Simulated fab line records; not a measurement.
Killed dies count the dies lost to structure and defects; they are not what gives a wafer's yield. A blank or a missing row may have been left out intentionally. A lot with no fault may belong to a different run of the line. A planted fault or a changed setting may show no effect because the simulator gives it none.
Split-lot study | flow n5_finfet | 39 wafers read across 7 lots, on a route 1938 steps long

THE SPLIT ITSELF
At N5_PMOS_HMC_CHANNEL_EPI_EPI_20 (deposits SiGe30, target thk 59 nm), the setting pressure_torr was moved away from the recipe's 20 Torr on 18 of the 39 wafers read, by -10.9% to +5.2%. All remaining wafers had this setting at the recipe value.

The split's own step is where the reading is taken.

THE READING
SiGe30_of_PMOS_HMC_CHANNEL_EPI_EPI_20.thk_nm (the simulator's own value, which no gauge read), in nm, at N5_PMOS_HMC_CHANNEL_EPI_EPI_20 (deposits SiGe30, target thk 59 nm). There is no usual value for it anywhere in the file. Here, 21 wafers ran the recipe; their average is 59.55 nm with a standard deviation of 0.44 nm.

wafer  | tool, chamber at the split | pressure_torr as run, Torr | against the recipe | SiGe30_of_PMOS_HMC_CHANNEL_EPI_EPI_20.thk_nm, nm | against lot-mates on the recipe
L075.1 | epi_rpcvd-02, 0            | 21.04                      | +5.2%              | 60.37                                            | no lot-mate on the recipe
L075.2 | epi_rpcvd-02, 0            | 21.04                      | +5.2%              | 60.03                                            | no lot-mate on the recipe
L075.3 | epi_rpcvd-02, 0            | 21.04                      | +5.2%              | 60.02                                            | no lot-mate on the recipe
L075.4 | epi_rpcvd-02, 0            | 21.04                      | +5.2%              | 60.72                                            | no lot-mate on the recipe
L075.5 | epi_rpcvd-02, 0            | 21.04                      | +5.2%              | 59.75                                            | no lot-mate on the recipe
L075.6 | epi_rpcvd-02, 0            | 21.04                      | +5.2%              | 59.77                                            | no lot-mate on the recipe
L084.1 | epi_rpcvd-04, 0            | 20                         | recipe             | 59.85                                            | -
L084.2 | epi_rpcvd-04, 0            | 20                         | recipe             | 59.07                                            | -
L084.3 | epi_rpcvd-04, 0            | 20                         | recipe             | 60.3                                             | -
L084.4 | epi_rpcvd-04, 0            | 20                         | recipe             | 59.67                                            | -
L084.5 | epi_rpcvd-04, 0            | 20                         | recipe             | 60.16                                            | -
L084.6 | epi_rpcvd-04, 0            | 20                         | recipe             | 59.57                                            | -
L085.1 | epi_rpcvd-04, 0            | 20                         | recipe             | 59.34                                            | -
L085.2 | epi_rpcvd-04, 0            | 20                         | recipe             | 59.79                                            | -
L085.3 | epi_rpcvd-04, 0            | 20                         | recipe             | 60.4                                             | -
L085.4 | epi_rpcvd-04, 0            | 20                         | recipe             | 60.04                                            | -
L085.5 | epi_rpcvd-04, 0            | 20                         | recipe             | 58.97                                            | -
L085.6 | epi_rpcvd-04, 0            | 20                         | recipe             | 59.22                                            | -
L091.1 | epi_rpcvd-02, 0            | 20                         | recipe             | 59.37                                            | -
L091.2 | epi_rpcvd-02, 0            | 20                         | recipe             | 59.89                                            | -
L091.3 | epi_rpcvd-02, 0            | 20                         | recipe             | 59.43                                            | -
L091.4 | epi_rpcvd-02, 0            | 20                         | recipe             | 58.81                                            | -
L091.5 | epi_rpcvd-02, 0            | 20                         | recipe             | 59.6                                             | -
L091.6 | epi_rpcvd-02, 0            | 20                         | recipe             | 59.63                                            | -
L092.1 | epi_rpcvd-02, 0            | 18.4                       | -8.0%              | 55.88                                            | no lot-mate on the recipe
L092.2 | epi_rpcvd-02, 0            | 18.4                       | -8.0%              | 57.17                                            | no lot-mate on the recipe
L092.3 | epi_rpcvd-02, 0            | 18.4                       | -8.0%              | 56.18                                            | no lot-mate on the recipe
L092.4 | epi_rpcvd-02, 0            | 18.4                       | -8.0%              | 56.46                                            | no lot-mate on the recipe
L092.5 | epi_rpcvd-02, 0            | 18.4                       | -8.0%              | 56.89                                            | no lot-mate on the recipe
L092.6 | epi_rpcvd-02, 0            | 18.4                       | -8.0%              | 57.26                                            | no lot-mate on the recipe
L095.1 | epi_rpcvd-04, 0            | 20                         | recipe             | 58.99                                            | -
L095.2 | epi_rpcvd-04, 0            | 20                         | recipe             | 59.11                                            | -
L095.4 | epi_rpcvd-04, 0            | 20                         | recipe             | 59.43                                            | -
L097.1 | epi_rpcvd-01, 0            | 17.83                      | -10.9%             | 55.51                                            | no lot-mate on the recipe
L097.2 | epi_rpcvd-01, 0            | 17.83                      | -10.9%             | 55.51                                            | no lot-mate on the recipe
L097.3 | epi_rpcvd-01, 0            | 17.83                      | -10.9%             | 55.67                                            | no lot-mate on the recipe
L097.4 | epi_rpcvd-01, 0            | 17.83                      | -10.9%             | 56.69                                            | no lot-mate on the recipe
L097.5 | epi_rpcvd-01, 0            | 17.83                      | -10.9%             | 55.75                                            | no lot-mate on the recipe
L097.6 | epi_rpcvd-01, 0            | 17.83                      | -10.9%             | 55.88                                            | no lot-mate on the recipe

THE FIT
A straight line over all 39 wafers: SiGe30_of_PMOS_HMC_CHANNEL_EPI_EPI_20.thk_nm changes by +0.299 nm for each +1% of pressure_torr; r = +0.94; the points scatter about the line by 0.58 nm.
Too few moved wafers with a lot-mate on the recipe to fit a line net of each lot's own level.

THE FILE'S OWN FIT
SiGe30_of_PMOS_HMC_CHANNEL_EPI_EPI_20.thk_nm changes by +0.299 nm for each +1% of pressure_torr, r = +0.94.
